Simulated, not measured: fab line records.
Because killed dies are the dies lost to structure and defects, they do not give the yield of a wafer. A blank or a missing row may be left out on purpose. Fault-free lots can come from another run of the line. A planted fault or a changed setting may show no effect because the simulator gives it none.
fab line records	flow nand-harc	part 1 of 2: steps 1 to 36 of 42
[record] lots = 5	wafers = 15	last-day = 32
route steps=1302 shown P_STI@107 P_GATE@110
lots untouched by any fault: they come from a run of this same line in which no faults occurred
start-h: start of the lot's first displayed wafer, in hours after the record's first day	wait-h: time in hours since the lot's previous step	" repeats the value in the row above	L1.1+2: a row that stands for several wafers	- no value, or no start was given	* or withheld: withheld	< > ~ a bound
route shown NAME@n: a module of which the file shows steps, and the number in the route of the first	usual: the fault-free wafers' mean and standard deviation	same: alike in all rows	chamber/n: place in a boat	sites: readings site by site	_std_site: the values' standard deviation	_edge_site: mean of outer sites minus mean of inner sites	radius-mm: how far each site lies from the wafer's centre	mask NAME#n: copy n	behind: the last tool/chamber to shape the wafer	hold: reason for holding the lot/hours on hold/outcome of the hold	device: names the non-switching transistor (n, p or np)	end of line: tests of these same wafers at the route's end	a step without rows: its recipe alone	killed: the dies lost at the first sort to structure and to defects; this is not the yield of the wafer	map: shows each die of a wafer: x if killed, . if not, _ if none is there
set.NAME: the setting the step ran with; set.NAME@STEP: the setting that earlier step ran with	model.NAME: the simulator's own value behind a step, which no gauge read
lots at some steps of the route; a table a step, a row a wafer
services: a tool's chamber out of use, with start hour (start-h, from the record's first day; less than 0 if before it), hours out, and reason
[[steps]]
[step NHARC_P_STI_SRD_39]
lot.wafer	tool	chamber	start-h	wait-h
L077.5+2+6	wet-bench-03	4,5,7	-	-
L082.4+6+1	wet-bench-05	0,1,2	-	-
L086.4+2+3	wet-bench-05	2,3,5	-	-
L088.5+6+3	wet-bench-03	2,3,5	-	-
L092.6+1+3	wet-bench-05	6,0,2	-	-
[step NHARC_P_STI_OXIDE_40]
[recipe] target-thk-a = 100	temp-c = 900	ox-time-s = 1362	material = SiO2
[usual] spike-tc-top-C = 912.5/1.7
lot.wafer	tool	chamber	start-h	wait-h	spike-tc-top-C
L077.2	furnace-08	0	96.76	-	908.6
L077.5	"	0	"	"	912.9
L077.6	"	0	"	"	912.9
L082.1	furnace-04	0	151.70	-	913.8
L082.4	"	0	"	"	913.1
L082.6	"	0	"	"	913.8
L086.2	furnace-08	0	186.94	-	910.7
L086.3	"	0	"	"	912.3
L086.4	"	0	"	"	912.6
L088.3	furnace-04	0	214.64	-	913.1
L088.5	"	0	"	"	913.9
L088.6	"	0	"	"	914.6
L092.1	furnace-08	0	244.83	-	911.6
L092.3	"	0	"	"	913.8
L092.6	"	0	"	"	915.1
[step NHARC_P_STI_INSPECT_25]
[usual] raw-defect-count = 223/83
lot.wafer	tool	chamber	start-h	wait-h	raw-defect-count
L077.2	defect-inspect-01	-	100.89	0.4	165
L077.5	"	-	"	"	257
L077.6	"	-	"	"	127
L082.1	defect-inspect-02	-	155.76	0.4	196
L082.4	"	-	"	"	388
L082.6	"	-	"	"	183
L086.2	defect-inspect-01	-	190.96	0.4	423
L086.3	"	-	"	"	231
L086.4	"	-	"	"	218
L088.3	defect-inspect-01	-	218.67	0.4	138
L088.5	"	-	"	"	271
L088.6	"	-	"	"	149
L092.1	defect-inspect-01	-	248.84	0.4	193
L092.3	"	-	"	"	200
L092.6	"	-	"	"	216
[step NHARC_P_GATE_ETCH_69]
[recipe] target-depth-a = 140	chemistry = dHF	material = SiO2
lot.wafer	tool	chamber	start-h	wait-h
L077.6+5+2	wet-bench-01	3,4,6	100.94	0.0
L082.4+1+6	wet-bench-01	0,1,4	155.83	0.1
L086.2+3+4	wet-bench-02	1,3,4	191.04	0.1
L088.3+5+6	wet-bench-01	4,6,7	218.75	0.1
L092.1+6+3	wet-bench-01	3,5,7	248.90	0.1
[step NHARC_P_GATE_PRECLEAN_70]
[recipe] time-s = *	temp-c = 50	bath-age-min = 0	chemistry = SC1
[usual] h2o2-flow-mL-min = 56.61/0.16
lot.wafer	tool	chamber	start-h	wait-h	h2o2-flow-mL-min
L077.6	wet-bench-01	3	101.04	0.1	56.23
L077.5	"	4	"	"	56.54
L077.2	"	6	"	"	56.68
L082.4	wet-bench-01	0	155.91	0.1	56.34
L082.1	"	1	"	"	56.67
L082.6	"	4	"	"	56.79
L086.2	wet-bench-02	1	191.11	0.1	56.85
L086.3	"	3	"	"	56.61
L086.4	"	4	"	"	56.51
L088.3	wet-bench-01	4	218.82	0.1	56.62
L088.5	"	6	"	"	56.72
L088.6	"	7	"	"	56.55
L092.1	wet-bench-01	3	249.00	0.1	56.63
L092.6	"	5	"	"	56.72
L092.3	"	7	"	"	56.60
[step NHARC_P_GATE_SRD_01]
lot.wafer	tool	chamber	start-h	wait-h
L077.6+5+2	wet-bench-01	3,4,6	-	-
L082.4+1+6	wet-bench-01	0,1,4	-	-
L086.2+3+4	wet-bench-02	1,3,4	-	-
L088.3+5+6	wet-bench-01	4,6,7	-	-
L092.1+6+3	wet-bench-01	3,5,7	-	-
[step NHARC_P_GATE_OXIDE_02]
[recipe] target-thk-a = 375	temp-c = 950	p-h2o-torr = 720	ox-time-s = 365	material = SiO2
[usual] spike-tc-top-C = 961.2/1
lot.wafer	tool	chamber	start-h	wait-h	spike-tc-top-C
L077.2	furnace-05	0	104.23	-	961.3
L077.5	"	0	"	"	959.9
L077.6	"	0	"	"	960.5
L082.1	furnace-05	0	159.13	-	960.9
L082.4	"	0	"	"	961.3
L082.6	"	0	"	"	959.6
L086.2	furnace-06	0	194.69	-	960.5
L086.3	"	0	"	"	960.8
L086.4	"	0	"	"	960.3
L088.3	furnace-05	0	222.42	-	963.0
L088.5	"	0	"	"	961.3
L088.6	"	0	"	"	960.7
L092.1	furnace-06	0	256.59	-	961.7
L092.3	"	0	"	"	959.2
L092.6	"	0	"	"	963.1
[step NHARC_P_GATE_DEHYDRATE_03]
[recipe] temp-c = 150	time-s = 120
lot.wafer	tool	chamber	start-h	wait-h
L077.2+5+6	litho-track-02	0	108.82	0.4
L082.1+4+6	litho-track-07	0	163.67	0.4
L086.2+3+4	litho-track-07	0	199.28	0.4
L088.3+5+6	litho-track-05	0	227.00	0.4
L092.1+3+6	litho-track-05	0	261.20	0.4
[step NHARC_P_GATE_HMDS_04]
[recipe] time-s = 30
lot.wafer	tool	chamber	start-h	wait-h
L077.2+5+6	litho-track-02	0	-	-
L082.1+4+6	litho-track-07	0	-	-
L086.2+3+4	litho-track-07	0	-	-
L088.3+5+6	litho-track-05	0	-	-
L092.1+3+6	litho-track-05	0	-	-
[step NHARC_P_GATE_COAT_05]
[recipe] spin-rpm = 4690
lot.wafer	tool	chamber	start-h	wait-h
L077.2+5+6	litho-track-02	0	-	-
L082.1+4+6	litho-track-07	0	-	-
L086.2+3+4	litho-track-07	0	-	-
L088.3+5+6	litho-track-05	0	-	-
L092.1+3+6	litho-track-05	0	-	-
[step NHARC_P_GATE_SOFTBAKE_06]
[recipe] temp-c = 122	time-s = 95
lot.wafer	tool	chamber	start-h	wait-h
L077.2+5+6	litho-track-02	0	-	-
L082.1+4+6	litho-track-07	0	-	-
L086.2+3+4	litho-track-07	0	-	-
L088.3+5+6	litho-track-05	0	-	-
L092.1+3+6	litho-track-05	0	-	-
[step NHARC_P_GATE_EBR_07]
lot.wafer	tool	chamber	start-h	wait-h
L077.2+5+6	litho-track-02	0	-	-
L082.1+4+6	litho-track-07	0	-	-
L086.2+3+4	litho-track-07	0	-	-
L088.3+5+6	litho-track-05	0	-	-
L092.1+3+6	litho-track-05	0	-	-
[step NHARC_P_GATE_EXPOSE_08]
[recipe] na = 0.6	dose-mj = 16.75	mask-id = P_HV
[usual] reticle-temp-C = 23.01/0.1	stage-vel-mm-s = 500.00/0.26
lot.wafer	tool	chamber	start-h	wait-h	mask	reticle-temp-C	stage-vel-mm-s
L077.2	krf-scanner-03	0	108.97	-	P_HV#0	23.20	500.30
L077.5	"	0	"	"	P_HV#0	23.27	500.22
L077.6	"	0	"	"	P_HV#0	23.05	500.27
L082.1	krf-scanner-03	0	163.94	-	P_HV#0	23.11	500.12
L082.4	"	0	"	"	P_HV#0	23.19	500.08
L082.6	"	0	"	"	P_HV#0	23.00	500.45
L086.2	krf-scanner-03	0	199.56	-	P_HV#0	23.11	500.12
L086.3	"	0	"	"	P_HV#0	22.97	499.95
L086.4	"	0	"	"	P_HV#0	22.97	500.32
L088.3	krf-scanner-04	0	227.28	-	P_HV#0	22.93	500.00
L088.5	"	0	"	"	P_HV#0	23.00	499.94
L088.6	"	0	"	"	P_HV#0	22.98	500.14
L092.1	krf-scanner-03	0	261.47	-	P_HV#0	22.87	500.02
L092.3	"	0	"	"	P_HV#0	23.07	500.18
L092.6	"	0	"	"	P_HV#0	22.95	500.10
[step NHARC_P_GATE_PEB_09]
[recipe] peb-temp-c = 118	peb-time-s = 85
lot.wafer	tool	chamber	start-h	wait-h
L077.2+5+6	litho-track-02	0	109.03	0.1
L082.1+4+6	litho-track-02	0	164.01	0.1
L086.2+3+4	litho-track-02	0	199.62	0.1
L088.3+5+6	litho-track-07	0	227.34	0.1
L092.1+3+6	litho-track-02	0	261.53	0.1
[step NHARC_P_GATE_DEVELOP_10]
[recipe] time-s = 70
lot.wafer	tool	chamber	start-h	wait-h
L077.2+5+6	litho-track-02	0	-	-
L082.1+4+6	litho-track-02	0	-	-
L086.2+3+4	litho-track-02	0	-	-
L088.3+5+6	litho-track-07	0	-	-
L092.1+3+6	litho-track-02	0	-	-
[step NHARC_P_GATE_CD_MEAS_11]
[recipe] target-cd-nm = 1640	landing-energy-ev = 500
[usual] cd-nm = 1640.3/1.4
lot.wafer	tool	chamber	start-h	wait-h	cd-nm
L077.2	cd-sem-02	0	109.12	-	1638.2
L077.5	"	0	"	"	1639.4
L077.6	"	0	"	"	1638.1
L082.1	cd-sem-03	0	164.10	-	1640.7
L082.4	"	0	"	"	1640.7
L082.6	"	0	"	"	1640.0
L086.2	cd-sem-02	0	199.71	-	1638.2
L086.3	"	0	"	"	1639.7
L086.4	"	0	"	"	1639.5
L088.3	cd-sem-02	0	227.43	-	1638.8
L088.5	"	0	"	"	1640.0
L088.6	"	0	"	"	1638.7
L092.1	cd-sem-02	0	261.62	-	1643.1
L092.3	"	0	"	"	1644.0
L092.6	"	0	"	"	1643.3
[step NHARC_P_GATE_HARDBAKE_12]
[recipe] temp-c = 125	time-s = 80
lot.wafer	tool	chamber	start-h	wait-h
L077.2+5+6	litho-track-07	0	109.20	-
L082.1+4+6	litho-track-02	0	164.18	-
L086.2+3+4	litho-track-05	0	199.79	-
L088.3+5+6	litho-track-05	0	227.51	-
L092.1+3+6	litho-track-05	0	261.70	-
[step NHARC_P_GATE_DESCUM_13]
[recipe] time-s = 3	o2-flow-sccm = 200	ar-flow-sccm = 0	bias-power-w = 0	chemistry = O2
[usual] drypump-motor-current-A = 5.6/0.46	oes-product-au = 0.999/0.0064	rf-vpp-V = 57.9/0.9	showerhead-plenum-p-Torr = 1.94/0.089	throttle-valve-pct = 11.311/0.0085
lot.wafer	tool	chamber	start-h	wait-h	drypump-motor-current-A	oes-product-au	rf-hours-counter-h	rf-vpp-V	showerhead-plenum-p-Torr	throttle-valve-pct
L077.2	rie-diel-09	1	109.31	-	5.2	1.012	8.7	59.0	2.06	11.321
L077.5	"	2	"	"	4.8	0.989	-	58.0	2.02	11.309
L077.6	"	3	"	"	5.8	1.004	-	57.3	2.00	11.323
L082.1	rie-diel-11	1	164.26	-	6.6	1.006	4.3	57.6	1.91	11.316
L082.4	"	0	"	"	5.2	0.997	4.1	57.1	1.96	11.309
L082.6	"	2	"	"	5.8	0.997	-	56.5	1.86	11.313
L086.2	rie-diel-08	3	199.88	-	5.4	1.003	0	56.9	1.94	11.307
L086.3	"	0	"	"	6.0	1.002	0	57.7	1.79	11.311
L086.4	"	1	"	"	5.2	0.994	0	58.0	2.04	11.312
L088.3	rie-diel-09	2	227.58	-	4.8	0.991	2.6	56.5	2.02	11.315
L088.5	"	2	"	"	4.8	0.987	-	57.5	2.02	11.314
L088.6	"	3	"	"	5.8	1.006	-	57.5	2.00	11.317
L092.1	rie-diel-09	0	261.78	-	5.5	1.001	4.2	58.2	1.96	11.316
L092.3	"	2	"	"	4.8	0.989	3.7	58.8	2.02	11.288
L092.6	"	0	"	"	5.5	0.997	-	57.4	1.96	11.303
[step NHARC_P_GATE_ETCH_14]
[recipe] target-depth-a = 488	chemistry = dHF	material = SiO2
lot.wafer	tool	chamber	start-h	wait-h
L077.2+5+6	wet-bench-02	6,0,1	109.43	0.1
L082.4+6+1	wet-bench-01	0,2,4	164.40	0.1
L086.4+3+2	wet-bench-04	1,2,5	200.01	0.1
L088.5+6+3	wet-bench-01	1,2,3	227.76	0.1
L092.6+3+1	wet-bench-04	2,3,5	261.93	0.1
[step NHARC_P_GATE_STRIP_15]
[recipe] time-s = 780	temp-c = 130	chemistry = SPM
lot.wafer	tool	chamber	start-h	wait-h
L077.2+5+6	wet-bench-02	6,0,1	109.47	0.0
L082.4+6+1	wet-bench-01	0,2,4	164.44	0.0
L086.4+3+2	wet-bench-04	1,2,5	200.04	0.0
L088.5+6+3	wet-bench-01	1,2,3	227.85	0.1
L092.6+3+1	wet-bench-04	2,3,5	261.97	0.0
[step NHARC_P_GATE_PRECLEAN_71]
[recipe] time-s = *	temp-c = 50	bath-age-min = 0	chemistry = SC1
[usual] h2o2-flow-mL-min = 56.62/0.19
lot.wafer	tool	chamber	start-h	wait-h	h2o2-flow-mL-min
L077.2	wet-bench-02	6	-	-	56.50
L077.5	"	0	"	"	56.53
L077.6	"	1	"	"	56.86
L082.4	wet-bench-01	0	-	-	56.64
L082.6	"	2	"	"	56.43
L082.1	"	4	"	"	56.83
L086.4	wet-bench-04	1	-	-	56.75
L086.3	"	2	"	"	56.86
L086.2	"	5	"	"	56.64
L088.5	wet-bench-01	1	-	-	56.91
L088.6	"	2	"	"	56.51
L088.3	"	3	"	"	56.73
L092.6	wet-bench-04	2	-	-	56.85
L092.3	"	3	"	"	56.66
L092.1	"	5	"	"	56.55
[step NHARC_P_GATE_SRD_72]
lot.wafer	tool	chamber	start-h	wait-h
L077.2+5+6	wet-bench-02	6,0,1	-	-
L082.4+6+1	wet-bench-01	0,2,4	-	-
L086.4+3+2	wet-bench-04	1,2,5	-	-
L088.5+6+3	wet-bench-01	1,2,3	-	-
L092.6+3+1	wet-bench-04	2,3,5	-	-
[step NHARC_P_GATE_OXIDE_16]
[recipe] target-thk-a = 30	temp-c = 875	ox-time-s = 392	material = SiO2
[usual] spike-tc-top-C = 887.1/1.1
lot.wafer	tool	chamber	start-h	wait-h	spike-tc-top-C
L077.2	furnace-01	0	113.19	-	886.7
L077.5	"	0	"	"	889.2
L077.6	"	0	"	"	887.9
L082.1	furnace-01	0	168.00	-	888.2
L082.4	"	0	"	"	887.6
L082.6	"	0	"	"	888.6
L086.2	furnace-05	0	204.83	-	887.8
L086.3	"	0	"	"	886.7
L086.4	"	0	"	"	886.1
L088.3	furnace-05	0	231.35	-	887.8
L088.5	"	0	"	"	886.8
L088.6	"	0	"	"	885.8
L092.1	furnace-06	0	265.76	-	884.7
L092.3	"	0	"	"	885.1
L092.6	"	0	"	"	887.2
[step NHARC_P_GATE_CVD_17]
[recipe] target-thk-a = 1500	temp-c = 620	time-s = 900	material = poly-Si
[usual] spike-tc-top-C = 639.9/1.3
lot.wafer	tool	chamber	start-h	wait-h	spike-tc-top-C
L077.2	lpcvd-poly-04	0	119.25	2.5	638.9
L077.5	"	0	"	"	638.0
L077.6	"	0	"	"	639.4
L082.1	lpcvd-poly-04	0	174.07	2.5	639.0
L082.4	"	0	"	"	638.8
L082.6	"	0	"	"	639.6
L086.2	lpcvd-poly-04	0	210.93	2.5	639.6
L086.3	"	0	"	"	639.5
L086.4	"	0	"	"	639.4
L088.3	lpcvd-poly-02	0	237.53	2.7	638.8
L088.5	"	0	"	"	640.7
L088.6	"	0	"	"	640.7
L092.1	lpcvd-poly-04	0	271.82	2.5	638.4
L092.3	"	0	"	"	638.5
L092.6	"	0	"	"	635.8
[step NHARC_P_GATE_HM_DEP_102]
[recipe] target-thk-a = 1200	temp-c = 400	material = aC
[usual] throttle-valve-pct = 34.999/0.0087
lot.wafer	tool	chamber	start-h	wait-h	throttle-valve-pct
L077.2	acl-dep-01	0	127.90	6.4	35.004
L077.5	"	0	"	"	35.020
L077.6	"	0	"	"	34.987
L082.1	acl-dep-03	0	177.54	1.2	34.994
L082.4	"	0	"	"	34.995
L082.6	"	0	"	"	34.996
L086.2	acl-dep-01	0	214.98	1.9	34.992
L086.3	"	0	"	"	35.001
L086.4	"	0	"	"	35.000
L088.3	acl-dep-03	0	240.34	0.6	35.013
L088.5	"	0	"	"	35.003
L088.6	"	0	"	"	34.987
L092.1	acl-dep-03	0	277.78	3.7	35.011
L092.3	"	0	"	"	35.004
L092.6	"	0	"	"	34.985
[step NHARC_P_GATE_DEP_103]
[recipe] target-thk-a = 300	target-thk-nm = 30	temp-c = 400	flow-sccm = 200	rf-w = 350	material = SiON
[usual] heater-power-w = 710/99
lot.wafer	tool	chamber	start-h	wait-h	heater-power-w	since-wet-clean-h
L077.2	pecvd-02	2	128.52	0.5	741	69
L077.6	"	0	"	"	779	-
L077.5	"	1	"	"	652	-
L082.1	pecvd-01	1	178.20	0.6	775	35
L082.4	"	1	"	"	764	-
L082.6	"	2	"	"	608	-
L086.2	pecvd-03	0	215.54	0.5	640	17
L086.3	"	2	"	"	693	17
L086.4	"	1	"	"	889	-
L088.3	pecvd-03	0	240.85	0.4	654	43
L088.6	"	1	"	"	942	-
L088.5	"	2	"	"	670	-
L092.3	pecvd-02	2	278.47	0.4	722	38
L092.1	"	0	"	"	902	38
L092.6	"	0	"	"	909	-
[step NHARC_P_GATE_DEHYDRATE_18]
[recipe] temp-c = 150	time-s = 120
lot.wafer	tool	chamber	start-h	wait-h
L077.2+5+6	litho-track-01	0	128.76	0.2
L082.1+4+6	litho-track-01	0	178.47	0.2
L086.2+3+4	litho-track-01	0	215.81	0.2
L088.3+5+6	litho-track-01	0	241.06	0.2
L092.1+3+6	litho-track-04	0	278.71	0.2
[step NHARC_P_GATE_HMDS_19]
[recipe] time-s = 30
lot.wafer	tool	chamber	start-h	wait-h
L077.2+5+6	litho-track-01	0	-	-
L082.1+4+6	litho-track-01	0	-	-
L086.2+3+4	litho-track-01	0	-	-
L088.3+5+6	litho-track-01	0	-	-
L092.1+3+6	litho-track-04	0	-	-
[step NHARC_P_GATE_COAT_20]
[recipe] spin-rpm = 1500	resist-thk-nm = 90
lot.wafer	tool	chamber	start-h	wait-h
L077.2+5+6	litho-track-01	0	-	-
L082.1+4+6	litho-track-01	0	-	-
L086.2+3+4	litho-track-01	0	-	-
L088.3+5+6	litho-track-01	0	-	-
L092.1+3+6	litho-track-04	0	-	-
[step NHARC_P_GATE_SOFTBAKE_21]
[recipe] temp-c = 105	time-s = 55
lot.wafer	tool	chamber	start-h	wait-h
L077.2+5+6	litho-track-01	0	-	-
L082.1+4+6	litho-track-01	0	-	-
L086.2+3+4	litho-track-01	0	-	-
L088.3+5+6	litho-track-01	0	-	-
L092.1+3+6	litho-track-04	0	-	-
[step NHARC_P_GATE_EBR_22]
lot.wafer	tool	chamber	start-h	wait-h
L077.2+5+6	litho-track-01	0	-	-
L082.1+4+6	litho-track-01	0	-	-
L086.2+3+4	litho-track-01	0	-	-
L088.3+5+6	litho-track-01	0	-	-
L092.1+3+6	litho-track-04	0	-	-
[step NHARC_P_GATE_EXPOSE_23]
[recipe] na = 1.35	target-cd-nm = 120	dose-mj = 93.91	mask-id = P_GATE
[usual] reticle-temp-C = 22.99/0.094	stage-vel-mm-s = 500.05/0.25
lot.wafer	tool	chamber	start-h	wait-h	mask	reticle-temp-C	stage-vel-mm-s
L077.2	arfi-scanner-02	0	129.03	-	P_GATE#0	22.88	500.08
L077.5	"	0	"	"	P_GATE#0	22.96	500.30
L077.6	"	0	"	"	P_GATE#0	22.95	499.91
L082.1	arfi-scanner-03	0	178.62	-	P_GATE#0	23.05	500.28
L082.4	"	0	"	"	P_GATE#0	23.11	500.14
L082.6	"	0	"	"	P_GATE#0	23.04	499.86
L086.2	arfi-scanner-02	0	215.96	-	P_GATE#0	23.09	499.77
L086.3	"	0	"	"	P_GATE#0	23.01	500.08
L086.4	"	0	"	"	P_GATE#0	23.02	499.82
L088.3	arfi-scanner-02	0	241.34	-	P_GATE#0	22.85	500.29
L088.5	"	0	"	"	P_GATE#0	22.96	500.16
L088.6	"	0	"	"	P_GATE#0	22.93	500.19
L092.1	arfi-scanner-03	0	278.85	-	P_GATE#0	23.03	500.12
L092.3	"	0	"	"	P_GATE#0	23.10	499.81
L092.6	"	0	"	"	P_GATE#0	23.00	499.74
[step NHARC_P_GATE_PEB_24]
[recipe] peb-temp-c = 100	peb-time-s = 65
lot.wafer	tool	chamber	start-h	wait-h
L077.2+5+6	litho-track-06	0	129.09	0.1
L082.1+4+6	litho-track-06	0	178.68	0.1
L086.2+3+4	litho-track-04	0	216.02	0.1
L088.3+5+6	litho-track-06	0	241.39	0.0
L092.1+3+6	litho-track-06	0	278.91	0.1
[step NHARC_P_GATE_DEVELOP_25]
[recipe] develop-time-s = 35	dev-temp-c = 23
lot.wafer	tool	chamber	start-h	wait-h
L077.2+5+6	litho-track-06	0	-	-
L082.1+4+6	litho-track-06	0	-	-
L086.2+3+4	litho-track-04	0	-	-
L088.3+5+6	litho-track-06	0	-	-
L092.1+3+6	litho-track-06	0	-	-
[step NHARC_P_GATE_CD_MEAS_26]
[recipe] target-cd-nm = 120	landing-energy-ev = 500
[usual] cd-nm = 120.4/0.51
lot.wafer	tool	chamber	start-h	wait-h	cd-nm
L077.2	cd-sem-03	0	129.17	-	119.8
L077.5	"	0	"	"	120.5
L077.6	"	0	"	"	119.9
L082.1	cd-sem-01	0	178.76	-	119.1
L082.4	"	0	"	"	119.9
L082.6	"	0	"	"	119.9
L086.2	cd-sem-01	0	216.10	-	120.5
L086.3	"	0	"	"	119.8
L086.4	"	0	"	"	121.2
L088.3	cd-sem-01	0	241.47	-	119.2
L088.5	"	0	"	"	120.4
L088.6	"	0	"	"	119.3
L092.1	cd-sem-02	0	278.99	-	120.2
L092.3	"	0	"	"	120.0
L092.6	"	0	"	"	120.6
[step NHARC_P_GATE_OVL_MEAS_27]
[usual] overlay-x-nm = -0.1/0.7	overlay-y-nm = -0.1/0.65
lot.wafer	tool	chamber	start-h	wait-h	overlay-x-nm	overlay-y-nm
L077.2	overlay-01	-	129.25	-	-0.5	1.2
L077.5	"	-	"	"	0.1	0.6
L077.6	"	-	"	"	-0.1	0.7
L082.1	overlay-02	-	178.84	-	-1.2	0.8
L082.4	"	-	"	"	-1.4	0.2
L082.6	"	-	"	"	-1.1	1.1
L086.2	overlay-02	-	216.18	-	0.5	-0.3
L086.3	"	-	"	"	0.5	-0.3
L086.4	"	-	"	"	0.6	-0.4
L088.3	overlay-01	-	241.56	-	0.1	0.1
L088.5	"	-	"	"	-0.1	-0.1
L088.6	"	-	"	"	-0.5	-0.2
L092.1	overlay-01	-	279.08	-	-0.3	0.7
L092.3	"	-	"	"	-0.4	0.5
L092.6	"	-	"	"	-0.1	0.2
